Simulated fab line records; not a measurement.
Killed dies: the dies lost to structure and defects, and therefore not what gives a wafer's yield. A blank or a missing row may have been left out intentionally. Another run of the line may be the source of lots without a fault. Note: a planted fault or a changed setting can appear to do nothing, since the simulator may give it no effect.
fab line records + flow nand_harc
[record]
- lots = 11
- wafers = 33
- last_day = 32
route steps=1302 shown A_BLC@1117 A_M0@1144 END@1302
lots that met no fault: taken from a fault-free run of the same line
start_h: hours from the record's opening day to when the first of the lot's shown wafers began + wait_h: time in hours since the lot's previous step + " same as the row above + L1.1+2: a row that stands for several wafers + - no value present, or no start provided + * or withheld: withheld + < > ~ a bound
route shown NAME@n: a module of which the file shows steps, and the number in the route of the first + usual: average and standard deviation across the fault-free wafers + same: alike in all rows + chamber/n: place in a boat + sites: the reading at each site + _std_site: standard deviation of those values + _edge_site: mean of outer sites minus mean of inner sites + radius_mm: for every site, how far away it sits from the centre of the wafer + mask NAME#n: copy n + behind: tool/chamber where the wafer was last shaped + hold: why the lot was held/for how many hours/how that ended + device: names the non-switching transistor (n, p or np) + end of line: the tests these same wafers got at the end of their route + a step without rows: its recipe alone + killed: the dies lost at the first sort to structure and to defects; this is not the yield of the wafer + map: the dies of a wafer, with x for killed, . for not killed, _ for no die there
set.NAME: the setting as run; set.NAME@STEP: as run at that earlier step + model.NAME: the simulator's own value behind a step, which no gauge read
steps of the route over a sample of lots; a table a step, a row a wafer
services: from which hour (start_h, from the record's first day; less than 0 if before it) a tool's chamber was out of use, for how many hours, and why
[[steps]]
[step NHARC_A_BLC_CD_MEAS_10]
[recipe]
- target_cd_nm = 100
- landing_energy_ev = 500
[usual]
- cd_nm = 99.9/0.6
| lot.wafer | tool      | chamber | start_h | wait_h | cd_nm |
|-----------|-----------|---------|---------|--------|-------|
| L868.2    | cd_sem-03 | 0       | 516.10  | -      | 99.9  |
| L868.3    | "         | 0       | "       | "      | 100.3 |
| L868.5    | "         | 0       | "       | "      | 100.8 |
| L869.2    | cd_sem-02 | 0       | 519.17  | -      | 101.0 |
| L869.3    | "         | 0       | "       | "      | 100.0 |
| L869.5    | "         | 0       | "       | "      | 100.3 |
| L870.3    | cd_sem-02 | 0       | 529.67  | -      | 99.7  |
| L870.5    | "         | 0       | "       | "      | 99.5  |
| L870.6    | "         | 0       | "       | "      | 99.2  |
| L871.2    | cd_sem-02 | 0       | 557.68  | -      | 101.2 |
| L871.4    | "         | 0       | "       | "      | 100.3 |
| L871.6    | "         | 0       | "       | "      | 100.2 |
| L873.2    | cd_sem-02 | 0       | 560.50  | -      | 100.2 |
| L873.5    | "         | 0       | "       | "      | 99.9  |
| L873.6    | "         | 0       | "       | "      | 100.8 |
| L874.3    | cd_sem-03 | 0       | 578.09  | -      | 99.6  |
| L874.4    | "         | 0       | "       | "      | 99.3  |
| L874.6    | "         | 0       | "       | "      | 99.3  |
| L880.4    | cd_sem-03 | 0       | 634.70  | -      | 99.1  |
| L880.5    | "         | 0       | "       | "      | 99.5  |
| L880.6    | "         | 0       | "       | "      | 99.5  |
| L884.4    | cd_sem-02 | 0       | 677.22  | -      | 100.3 |
| L884.5    | "         | 0       | "       | "      | 99.3  |
| L884.6    | "         | 0       | "       | "      | 99.5  |
| L887.1    | cd_sem-01 | 0       | 693.30  | -      | 99.9  |
| L887.5    | "         | 0       | "       | "      | 100.3 |
| L887.6    | "         | 0       | "       | "      | 99.7  |
| L888.1    | cd_sem-03 | 0       | 709.88  | -      | 100.6 |
| L888.3    | "         | 0       | "       | "      | 101.1 |
| L888.6    | "         | 0       | "       | "      | 101.5 |
| L891.1    | cd_sem-01 | 0       | 730.55  | -      | 99.3  |
| L891.3    | "         | 0       | "       | "      | 99.3  |
| L891.5    | "         | 0       | "       | "      | 99.2  |
[step NHARC_A_BLC_CVD_24]
[recipe]
- target_thk_a = 1500
- temp_c = 300
- pressure_torr = 40
- wf6_flow_sccm = 40
- h2_flow_sccm = 1600
- ar_flow_sccm = 1560
- time_s = 434
- material = W
[usual]
- chamber_pressure_Torr = 40.01/0.085
- heater_power_w = 422/25
- throttle_valve_pct = 8.15/0.24
| lot.wafer | tool     | chamber | start_h | wait_h | chamber_pressure_Torr | heater_power_w | throttle_valve_pct |
|-----------|----------|---------|---------|--------|-----------------------|----------------|--------------------|
| L868.2    | cvd_w-02 | 1       | -       | -      | 40.07                 | 473            | 8.16               |
| L868.3    | "        | 1       | "       | "      | 40.09                 | 455            | 8.20               |
| L868.5    | "        | 1       | "       | "      | 40.01                 | 471            | 7.82               |
| L869.2    | cvd_w-02 | 0       | -       | -      | 40.01                 | 411            | 8.01               |
| L869.3    | "        | 1       | "       | "      | 39.97                 | 464            | 8.02               |
| L869.5    | "        | 1       | "       | "      | 40.02                 | 465            | 7.83               |
| L870.3    | cvd_w-02 | 1       | -       | -      | 40.07                 | 474            | 8.13               |
| L870.6    | "        | 0       | "       | "      | 39.91                 | 396            | 7.88               |
| L870.5    | "        | 1       | "       | "      | 40.08                 | 460            | 8.26               |
| L871.2    | cvd_w-02 | 0       | -       | -      | 40.01                 | 413            | 7.86               |
| L871.4    | "        | 0       | "       | "      | 39.95                 | 401            | 8.00               |
| L871.6    | "        | 0       | "       | "      | 40.16                 | 412            | 8.31               |
| L873.2    | cvd_w-01 | 0       | -       | -      | 40.04                 | 406            | 7.67               |
| L873.5    | "        | 0       | "       | "      | 39.94                 | 404            | 7.90               |
| L873.6    | "        | 1       | "       | "      | 39.99                 | 386            | 8.21               |
| L874.4    | cvd_w-01 | 1       | -       | -      | 40.03                 | 396            | 8.46               |
| L874.3    | "        | 0       | "       | "      | 39.98                 | 414            | 7.87               |
| L874.6    | "        | 1       | "       | "      | 39.91                 | 389            | 8.20               |
| L880.4    | cvd_w-02 | 1       | -       | -      | 40.11                 | 473            | 8.17               |
| L880.6    | "        | 1       | "       | "      | 40.12                 | 454            | 8.45               |
| L880.5    | "        | 0       | "       | "      | 40.01                 | 408            | 8.16               |
| L884.4    | cvd_w-01 | 1       | -       | -      | 40.04                 | 403            | 8.47               |
| L884.5    | "        | 0       | "       | "      | 39.84                 | 407            | 8.10               |
| L884.6    | "        | 1       | "       | "      | 39.94                 | 392            | 8.37               |
| L887.1    | cvd_w-01 | 0       | -       | -      | 40.02                 | 410            | 8.12               |
| L887.5    | "        | 0       | "       | "      | 40.05                 | 416            | 8.23               |
| L887.6    | "        | 0       | "       | "      | 40.07                 | 417            | 8.25               |
| L888.1    | cvd_w-02 | 1       | -       | -      | 40.07                 | 448            | 8.05               |
| L888.3    | "        | 0       | "       | "      | 40.01                 | 436            | 8.37               |
| L888.6    | "        | 1       | "       | "      | 39.96                 | 438            | 8.44               |
| L891.1    | cvd_w-02 | 1       | -       | -      | 40.06                 | 449            | 8.61               |
| L891.3    | "        | 0       | "       | "      | 39.98                 | 410            | 8.58               |
| L891.5    | "        | 1       | "       | "      | 40.22                 | 451            | 8.14               |
[step NHARC_A_M0_EXPOSE_06]
[recipe]
- na = 1.35
- target_cd_nm = 80
- dose_mj = 83.25
- mask_id = A_M0
[usual]
- exposure_dose_mJ_cm2 = 83.26/0.086
| lot.wafer | tool            | chamber | start_h | wait_h | mask   | exposure_dose_mJ_cm2 |
|-----------|-----------------|---------|---------|--------|--------|----------------------|
| L868.2    | arfi_scanner-01 | 0       | 519.97  | -      | A_M0#0 | 83.41                |
| L868.3    | "               | 0       | "       | "      | A_M0#0 | 83.32                |
| L868.5    | "               | 0       | "       | "      | A_M0#0 | 83.38                |
| L869.2    | arfi_scanner-02 | 0       | 523.06  | -      | A_M0#0 | 83.20                |
| L869.3    | "               | 0       | "       | "      | A_M0#0 | 83.20                |
| L869.5    | "               | 0       | "       | "      | A_M0#0 | 83.25                |
| L870.3    | arfi_scanner-01 | 0       | 533.59  | -      | A_M0#0 | 83.31                |
| L870.5    | "               | 0       | "       | "      | A_M0#0 | 83.41                |
| L870.6    | "               | 0       | "       | "      | A_M0#0 | 83.18                |
| L871.2    | arfi_scanner-02 | 0       | 562.16  | -      | A_M0#0 | 83.27                |
| L871.4    | "               | 0       | "       | "      | A_M0#0 | 83.14                |
| L871.6    | "               | 0       | "       | "      | A_M0#0 | 83.36                |
| L873.2    | arfi_scanner-02 | 0       | 564.41  | -      | A_M0#0 | 83.19                |
| L873.5    | "               | 0       | "       | "      | A_M0#0 | 83.15                |
| L873.6    | "               | 0       | "       | "      | A_M0#0 | 83.15                |
| L874.3    | arfi_scanner-02 | 0       | 581.87  | -      | A_M0#0 | 83.12                |
| L874.4    | "               | 0       | "       | "      | A_M0#0 | 82.98                |
| L874.6    | "               | 0       | "       | "      | A_M0#0 | 83.31                |
| L880.4    | arfi_scanner-02 | 0       | 638.66  | -      | A_M0#0 | 77.27                |
| L880.5    | "               | 0       | "       | "      | A_M0#0 | 77.22                |
| L880.6    | "               | 0       | "       | "      | A_M0#0 | 77.29                |
| L884.4    | arfi_scanner-02 | 0       | 681.98  | -      | A_M0#0 | 78.33                |
| L884.5    | "               | 0       | "       | "      | A_M0#0 | 78.46                |
| L884.6    | "               | 0       | "       | "      | A_M0#0 | 78.52                |
| L887.1    | arfi_scanner-01 | 0       | 697.49  | -      | A_M0#0 | 83.28                |
| L887.5    | "               | 0       | "       | "      | A_M0#0 | 83.20                |
| L887.6    | "               | 0       | "       | "      | A_M0#0 | 83.24                |
| L888.1    | arfi_scanner-01 | 0       | 713.88  | -      | A_M0#0 | 83.31                |
| L888.3    | "               | 0       | "       | "      | A_M0#0 | 83.38                |
| L888.6    | "               | 0       | "       | "      | A_M0#0 | 83.37                |
| L891.1    | arfi_scanner-03 | 0       | 734.43  | -      | A_M0#0 | 83.22                |
| L891.3    | "               | 0       | "       | "      | A_M0#0 | 83.13                |
| L891.5    | "               | 0       | "       | "      | A_M0#0 | 83.23                |
[step NHARC_A_M0_CD_MEAS_09]
[recipe]
- target_cd_nm = 80
- landing_energy_ev = 500
[usual]
- cd_nm = 79.9/0.55
| lot.wafer | tool      | chamber | start_h | wait_h | cd_nm |
|-----------|-----------|---------|---------|--------|-------|
| L868.2    | cd_sem-03 | 0       | 520.10  | -      | 80.4  |
| L868.3    | "         | 0       | "       | "      | 79.6  |
| L868.5    | "         | 0       | "       | "      | 79.8  |
| L869.2    | cd_sem-02 | 0       | 523.20  | -      | 79.7  |
| L869.3    | "         | 0       | "       | "      | 79.8  |
| L869.5    | "         | 0       | "       | "      | 79.8  |
| L870.3    | cd_sem-03 | 0       | 533.73  | -      | 79.5  |
| L870.5    | "         | 0       | "       | "      | 79.1  |
| L870.6    | "         | 0       | "       | "      | 79.5  |
| L871.2    | cd_sem-03 | 0       | 562.30  | -      | 80.2  |
| L871.4    | "         | 0       | "       | "      | 79.8  |
| L871.6    | "         | 0       | "       | "      | 80.5  |
| L873.2    | cd_sem-03 | 0       | 564.55  | -      | 78.7  |
| L873.5    | "         | 0       | "       | "      | 78.6  |
| L873.6    | "         | 0       | "       | "      | 79.9  |
| L874.3    | cd_sem-03 | 0       | 582.01  | -      | 79.8  |
| L874.4    | "         | 0       | "       | "      | 79.4  |
| L874.6    | "         | 0       | "       | "      | 80.4  |
| L880.4    | cd_sem-03 | 0       | 638.79  | -      | 74.0  |
| L880.5    | "         | 0       | "       | "      | 74.6  |
| L880.6    | "         | 0       | "       | "      | 73.4  |
| L884.4    | cd_sem-03 | 0       | 682.12  | -      | 76.7  |
| L884.5    | "         | 0       | "       | "      | 76.6  |
| L884.6    | "         | 0       | "       | "      | 76.4  |
| L887.1    | cd_sem-02 | 0       | 697.63  | -      | 80.5  |
| L887.5    | "         | 0       | "       | "      | 80.9  |
| L887.6    | "         | 0       | "       | "      | 79.9  |
| L888.1    | cd_sem-01 | 0       | 714.02  | -      | 79.7  |
| L888.3    | "         | 0       | "       | "      | 80.7  |
| L888.6    | "         | 0       | "       | "      | 80.3  |
| L891.1    | cd_sem-01 | 0       | 734.57  | -      | 79.3  |
| L891.3    | "         | 0       | "       | "      | 79.5  |
| L891.5    | "         | 0       | "       | "      | 79.3  |
[step NHARC_A_M0_ETCH_15]
[recipe]
- target_depth_a = 1500
- overetch_a = 150
- time_s = 82.5
- c4f8_flow_sccm = withheld
- ar_flow_sccm = 400
- rf_w = 600
- bias_w = 300
- chemistry = C4F8/Ar
[usual]
- oes_product_au = 0.952/0.023
- rf_vpp_V = 441.2/2.7
| lot.wafer | tool        | chamber | start_h | wait_h | oes_product_au | rf_hours_counter_h | rf_vpp_V |
|-----------|-------------|---------|---------|--------|----------------|--------------------|----------|
| L868.2    | rie_diel-02 | 0       | -       | -      | 0.960          | 6.9                | 438.6    |
| L868.3    | "           | 1       | "       | "      | 0.973          | 6.8                | 438.9    |
| L868.5    | "           | 3       | "       | "      | 0.972          | -                  | 442.6    |
| L869.3    | rie_diel-08 | 2       | -       | -      | 0.909          | 7.1                | 443.6    |
| L869.2    | "           | 3       | "       | "      | 0.914          | 6.1                | 442.0    |
| L869.5    | "           | 0       | "       | "      | 0.932          | -                  | 442.5    |
| L870.3    | rie_diel-09 | 0       | -       | -      | 0.961          | 0.7                | 441.0    |
| L870.6    | "           | 2       | "       | "      | 0.973          | -                  | 436.3    |
| L870.5    | "           | 3       | "       | "      | 0.965          | -                  | 436.3    |
| L871.2    | rie_diel-08 | 2       | -       | -      | 0.973          | 0.1                | 446.1    |
| L871.4    | "           | 0       | "       | "      | 0.966          | 0.7                | 441.2    |
| L871.6    | "           | 2       | "       | "      | 0.970          | -                  | 443.7    |
| L873.2    | rie_diel-08 | 1       | -       | -      | 0.971          | 0.7                | 442.3    |
| L873.6    | "           | 0       | "       | "      | 0.993          | -                  | 441.6    |
| L873.5    | "           | 1       | "       | "      | 0.962          | -                  | 442.5    |
| L874.4    | rie_diel-08 | 1       | -       | -      | 0.926          | 1.3                | 442.8    |
| L874.3    | "           | 2       | "       | "      | 0.916          | 0.5                | 443.6    |
| L874.6    | "           | 3       | "       | "      | 0.914          | -                  | 440.6    |
| L880.4    | rie_diel-08 | 2       | -       | -      | 0.976          | 4.5                | 446.4    |
| L880.5    | "           | 2       | "       | "      | 0.972          | -                  | 444.4    |
| L880.6    | "           | 3       | "       | "      | 0.928          | -                  | 442.2    |
| L884.5    | rie_diel-02 | 0       | -       | -      | 0.943          | -                  | 438.6    |
| L884.4    | "           | 1       | "       | "      | 0.962          | -                  | 438.5    |
| L884.6    | "           | 2       | "       | "      | 0.951          | -                  | 435.5    |
| L887.1    | rie_diel-08 | 1       | -       | -      | 0.928          | 8.0                | 441.1    |
| L887.5    | "           | 1       | "       | "      | 0.920          | -                  | 442.6    |
| L887.6    | "           | 2       | "       | "      | 0.912          | -                  | 445.1    |
| L888.1    | rie_diel-09 | 2       | -       | -      | 0.985          | 0.4                | 436.1    |
| L888.3    | "           | 3       | "       | "      | 0.975          | 2.1                | 436.4    |
| L888.6    | "           | 0       | "       | "      | 0.955          | -                  | 440.1    |
| L891.3    | rie_diel-08 | 1       | -       | -      | 0.956          | 0.1                | 442.3    |
| L891.1    | "           | 3       | "       | "      | 0.985          | 0.1                | 440.6    |
| L891.5    | "           | 2       | "       | "      | 0.962          | -                  | 443.8    |
[step NHARC_END_SORT_01]
[recipe]
- temp_c = 25
[usual]
- defect_limited_yield = 91.5/2.9
- killed_at_array = 53/20
- killed_at_other = 1/1.2
- killed_at_periphery = 3.7/2.6
- killed_dies = 58/20
- killed_open = 3.5/1.8
- killed_short = 2.4/1.7
- sort_bin_2_pct = 3.1/1.3
- sort_bin_3_pct = 0.6/0.4
- sort_bin_4_pct = 4.9/1.7
- sort_n_pass = 619/20
- sort_rim_yield_pct = 92/4
- sort_yield_pct = 91.5/2.9
[same]
- gross_dies = 677
- sort_bin_5_pct[%] = 0
- sort_bin_6_pct[%] = 0
- sort_bin_7_pct[%] = 0
- sort_bin_8_pct[%] = 0
- sort_rim_n_gross = 106.00
| lot.wafer | tool      | chamber | start_h | wait_h | defect_limited_yield[%] | killed_at_array | killed_at_other | killed_at_periphery | killed_dies | killed_open | killed_short | sort_bin_2_pct[%] | sort_bin_3_pct[%] | sort_bin_4_pct[%] | sort_n_pass | sort_rim_yield_pct[%] | sort_yield_pct[%] |
|-----------|-----------|---------|---------|--------|-------------------------|-----------------|-----------------|---------------------|-------------|-------------|--------------|-------------------|-------------------|-------------------|-------------|-----------------------|-------------------|
| L868.2    | prober-02 | 0       | 556.62  | 2.8    | 95.7                    | 24              | 0               | 5                   | 29          | 5           | 3            | 1.8               | 0                 | 2.5               | 648         | 94                    | 95.7              |
| L868.3    | prober-02 | 0       | 557.42  | 3.1    | 96.2                    | 18              | 1               | 7                   | 26          | 2           | 3            | 1.2               | 0.1               | 2.5               | 651         | 92                    | 96.2              |
| L868.5    | prober-02 | 0       | 559.00  | 3.7    | 97.0                    | 15              | 0               | 5                   | 20          | 3           | 3            | 1.0               | 0.3               | 1.6               | 657         | 97                    | 97.0              |
| L869.2    | prober-01 | 0       | 564.45  | 2.8    | 94.2                    | 39              | 0               | 0                   | 39          | 1           | 1            | 1.9               | 0.4               | 3.4               | 638         | 95                    | 94.2              |
| L869.3    | prober-01 | 0       | 565.25  | 3.1    | 92.2                    | 47              | 0               | 6                   | 53          | 5           | 4            | 1.6               | 0.1               | 6.1               | 624         | 92                    | 92.2              |
| L869.5    | prober-01 | 0       | 566.86  | 3.7    | 92.0                    | 52              | 0               | 2                   | 54          | 4           | 6            | 3.1               | 0.3               | 4.6               | 623         | 89                    | 92.0              |
| L884.4    | prober-02 | 0       | 726.52  | 3.4    | 92.6                    | 44              | 1               | 5                   | 50          | 3           | 3            | 2.1               | 1.2               | 4.1               | 627         | 89                    | 92.6              |
| L884.5    | prober-02 | 0       | 727.31  | 3.7    | 93.9                    | 34              | 1               | 6                   | 41          | 4           | 2            | 3.0               | 0.3               | 2.8               | 636         | 95                    | 93.9              |
| L884.6    | prober-02 | 0       | 728.11  | 4.0    | 94.2                    | 35              | 1               | 3                   | 39          | 5           | 2            | 1.9               | 0.1               | 3.7               | 638         | 89                    | 94.2              |
| L887.1    | prober-02 | 0       | 737.99  | 2.5    | 96.0                    | 27              | 0               | 0                   | 27          | 4           | 0            | 1.8               | 0.4               | 1.8               | 650         | 92                    | 96.0              |
| L887.5    | prober-02 | 0       | 741.11  | 3.6    | 91.1                    | 57              | 1               | 2                   | 60          | 5           | 3            | 4.0               | 0.9               | 4.0               | 617         | 90                    | 91.1              |
| L887.6    | prober-02 | 0       | 741.89  | 3.9    | 95.9                    | 26              | 1               | 1                   | 28          | 4           | 3            | 2.1               | 0.4               | 1.6               | 649         | 92                    | 95.9              |
| L888.1    | prober-01 | 0       | 764.37  | 2.5    | 92.3                    | 52              | 0               | 0                   | 52          | 4           | 3            | 2.4               | 0.9               | 4.4               | 625         | 97                    | 92.3              |
| L888.3    | prober-01 | 0       | 765.96  | 3.1    | 90.1                    | 66              | 1               | 0                   | 67          | 5           | 2            | 3.5               | 0.6               | 5.8               | 610         | 94                    | 90.1              |
| L888.6    | prober-01 | 0       | 768.35  | 4.0    | 92.2                    | 52              | 0               | 1                   | 53          | 1           | 3            | 2.4               | 0.7               | 4.7               | 624         | 99                    | 92.2              |
// killed by level:class
L868.2 A_CHANNEL_HOLE_D2:chamber_film_flake=7 A_WL_FILL:geometric_particle:short=3 P_M1:chamber_film_flake=3 A_CONTACT:chamber_film_flake=3 A_CHANNEL_FILL_D1:geometric_particle:open=2 A_BONDPAD:chamber_film_flake=2 A_CHANNEL_FILL_D2:geometric_particle:open=1 A_WL_FILL:geometric_particle:open=1
L868.3 A_CHANNEL_HOLE_D2:chamber_film_flake=4 A_BONDPAD:chamber_film_flake=4 P_GATE:chamber_film_flake=3 P_M1:chamber_film_flake=3 A_ZERO_WELL:chamber_film_flake=3 A_CHANNEL_FILL_D1:geometric_particle:short=2 A_CHANNEL_HOLE_D1:chamber_film_flake=2 A_WL_FILL:geometric_particle:short=1
L868.5 A_CHANNEL_HOLE_D2:chamber_film_flake=3 A_CHANNEL_FILL_D2:geometric_particle:short=2 P_STI:chamber_film_flake=2 A_ZERO_WELL:chamber_film_flake=2 A_CONTACT:chamber_film_flake=2 P_CONTACT:geometric_particle:open=1 P_M0:geometric_particle:open=1 A_WL_FILL:geometric_particle:short=1
L869.2 A_SLIT:chamber_film_flake=16 A_CONTACT:chamber_film_flake=9 A_STAIRCASE:chamber_film_flake=5 A_CHANNEL_HOLE_D2:chamber_film_flake=3 A_CHANNEL_FILL_D1:geometric_particle:short=1 A_CONTACT:geometric_particle:open=1 A_ZERO_WELL:chamber_film_flake=1 A_CHANNEL_HOLE_D1:chamber_film_flake=1
L869.3 A_SLIT:chamber_film_flake=25 P_GATE:chamber_film_flake=4 A_CHANNEL_HOLE_D2:chamber_film_flake=4 A_STAIRCASE:chamber_film_flake=3 A_CONTACT:chamber_film_flake=3 P_CONTACT:geometric_particle:open=2 A_WL_FILL:chamber_film_flake=2 A_SOURCE_PLATE:geometric_particle:short=1
L869.5 A_SLIT:chamber_film_flake=19 A_CONTACT:chamber_film_flake=8 A_STAIRCASE:chamber_film_flake=5 A_CHANNEL_HOLE_D2:chamber_film_flake=4 A_WL_FILL:chamber_film_flake=3 A_ONON_D1:geometric_particle:short=2 A_CHANNEL_HOLE_D1:chamber_film_flake=2 P_CONTACT:geometric_particle:short=1
L884.4 A_CHANNEL_HOLE_D1:chamber_film_flake=13 A_CHANNEL_HOLE_D2:chamber_film_flake=10 A_CONTACT:chamber_film_flake=6 A_SLIT:chamber_film_flake=5 P_M1:chamber_film_flake=3 A_CHANNEL_FILL_D2:chamber_film_flake=3 P_M0:geometric_particle:short=1 A_CONTACT:geometric_particle:open=1
L884.5 A_CHANNEL_HOLE_D2:chamber_film_flake=20 A_SLIT:chamber_film_flake=5 A_CHANNEL_HOLE_D1:chamber_film_flake=4 P_GATE:geometric_particle:open=1 P_CONTACT:geometric_particle:open=1 P_M1:geometric_particle:open=1 A_DECK1_JOINT:geometric_particle:open=1 A_CHANNEL_HOLE_D2:geometric_particle:short=1
L884.6 A_CHANNEL_HOLE_D2:chamber_film_flake=12 A_CONTACT:chamber_film_flake=6 A_CHANNEL_HOLE_D1:chamber_film_flake=5 A_SLIT:chamber_film_flake=4 A_STAIRCASE:chamber_film_flake=2 A_BONDPAD:chamber_film_flake=2 P_GATE:geometric_particle:open=1 P_M0:geometric_particle:short=1
L887.1 A_SLIT:chamber_film_flake=8 A_CHANNEL_HOLE_D2:chamber_film_flake=6 A_CONTACT:chamber_film_flake=3 A_CHANNEL_FILL_D2:geometric_particle:open=2 A_CHANNEL_HOLE_D1:chamber_film_flake=2 A_ONON_D1:geometric_particle:open=1 A_BLC:geometric_particle:open=1 A_CHANNEL_FILL_D1:chamber_film_flake=1
L887.5 A_SLIT:chamber_film_flake=25 A_CHANNEL_HOLE_D2:chamber_film_flake=16 A_STAIRCASE:chamber_film_flake=5 A_CHANNEL_HOLE_D1:chamber_film_flake=3 P_CONTACT:geometric_particle:open=2 A_CHANNEL_FILL_D1:geometric_particle:short=1 A_DECK1_JOINT:geometric_particle:short=1 A_ONON_D2:geometric_particle:open=1
L887.6 A_SLIT:chamber_film_flake=13 A_CHANNEL_HOLE_D1:chamber_film_flake=3 A_BLC:geometric_particle:open=2 A_M1:geometric_particle:short=2 A_CHANNEL_HOLE_D2:chamber_film_flake=2 P_GATE:geometric_particle:open=1 A_ONON_D2:geometric_particle:open=1 A_SGD_CUT:geometric_particle:short=1
L888.1 A_CHANNEL_HOLE_D1:chamber_film_flake=26 A_SLIT:chamber_film_flake=7 A_CONTACT:chamber_film_flake=6 A_SGD_CUT:chamber_film_flake=2 A_CHANNEL_FILL_D1:geometric_particle:open=1 A_CHANNEL_FILL_D2:geometric_particle:short=1 A_WL_FILL:geometric_particle:short=1 A_CONTACT:geometric_particle:open=1
L888.3 A_CHANNEL_HOLE_D1:chamber_film_flake=40 A_SLIT:chamber_film_flake=9 A_CONTACT:chamber_film_flake=4 A_CHANNEL_FILL_D2:chamber_film_flake=2 A_M1:chamber_film_flake=2 A_DECK1_JOINT:geometric_particle:open=1 A_ONON_D2:geometric_particle:open=1 A_CHANNEL_HOLE_D2:geometric_particle:short=1
L888.6 A_CHANNEL_HOLE_D1:chamber_film_flake=34 A_CONTACT:chamber_film_flake=5 A_SLIT:chamber_film_flake=5 A_M1:chamber_film_flake=4 A_CHANNEL_FILL_D1:geometric_particle:short=2 P_CONTACT:geometric_particle:short=1 A_WL_FILL:geometric_particle:open=1 A_STAIRCASE:chamber_film_flake=1
[[services]]
| tool            | chamber | start_h | hours | kind   |
|-----------------|---------|---------|-------|--------|
| rie_diel-09     | -       | 497.10  | 9.0   | pm     |
| arfi_scanner-02 | -       | 497.21  | 0.5   | repair |
| cvd_w-01        | -       | 517.84  | 1.5   | repair |
| rie_diel-08     | -       | 544.89  | 9.0   | pm     |
| cvd_w-01        | -       | 547.24  | 13.0  | pm     |
| cvd_w-02        | 0       | 560.83  | 12.5  | repair |
| arfi_scanner-01 | -       | 562.63  | 1.1   | repair |
| rie_diel-02     | -       | 570.70  | 9.0   | pm     |
| rie_diel-02     | 2       | 588.96  | 2.0   | repair |
| arfi_scanner-01 | -       | 598.89  | 4.0   | pm     |
| rie_diel-09     | 0       | 600.89  | 9.3   | repair |
| rie_diel-02     | 2       | 604.46  | 4.3   | repair |
| rie_diel-09     | 1       | 612.24  | 3.0   | repair |
| rie_diel-09     | 3       | 624.26  | 5.6   | repair |
| cvd_w-01        | 0       | 651.57  | 13.3  | repair |
| arfi_scanner-02 | -       | 656.00  | 4.0   | pm     |
| cvd_w-02        | -       | 660.21  | 13.0  | pm     |
| arfi_scanner-01 | -       | 679.83  | 4.7   | repair |
| cvd_w-01        | 0       | 685.82  | 2.9   | repair |
| cvd_w-01        | 1       | 694.79  | 9.6   | repair |
| arfi_scanner-01 | -       | 719.11  | 7.3   | repair |
| rie_diel-08     | -       | 721.89  | 9.0   | pm     |
| cvd_w-01        | -       | 728.24  | 13.0  | pm     |
| arfi_scanner-02 | -       | 732.10  | 1.4   | repair |
[[key]]
[first_sign]
- step = NHARC_A_M0_EXPOSE_06
- reading = exposure_dose_mJ_cm2
- direction = down
- sigmas = 63
- usual = 83.26
- struck = 77.85
[effect]
- step = NHARC_A_M0_CD_MEAS_09
- reading = cd_nm
- direction = down
- sigmas = 8.3
- usual = 79.9
- struck = 75.3
- through = control_loop
met_at NHARC_A_M0_EXPOSE_06
struck_lots L880,L884
[loop_trim]
- step = NHARC_A_M0_EXPOSE_06
- setting = dose
- lots = L884
not_acting_at NHARC_A_BLC_CD_MEAS_10,NHARC_A_BLC_CVD_24,NHARC_A_M0_ETCH_15
onset_between 581.87 638.66
[fault]
- kind = process_parameter_drift
- tool = arfi_scanner-02
- chamber = -
- onset_h = 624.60
- steps = NHARC_A_M0_EXPOSE_06
- channel = dose_mj
- offset = -6.0041
- shape = step
- acts_in = these_recipes_only
- stated = 83.25
// loop_trim: a control loop set the setting to another value than it would have without faults
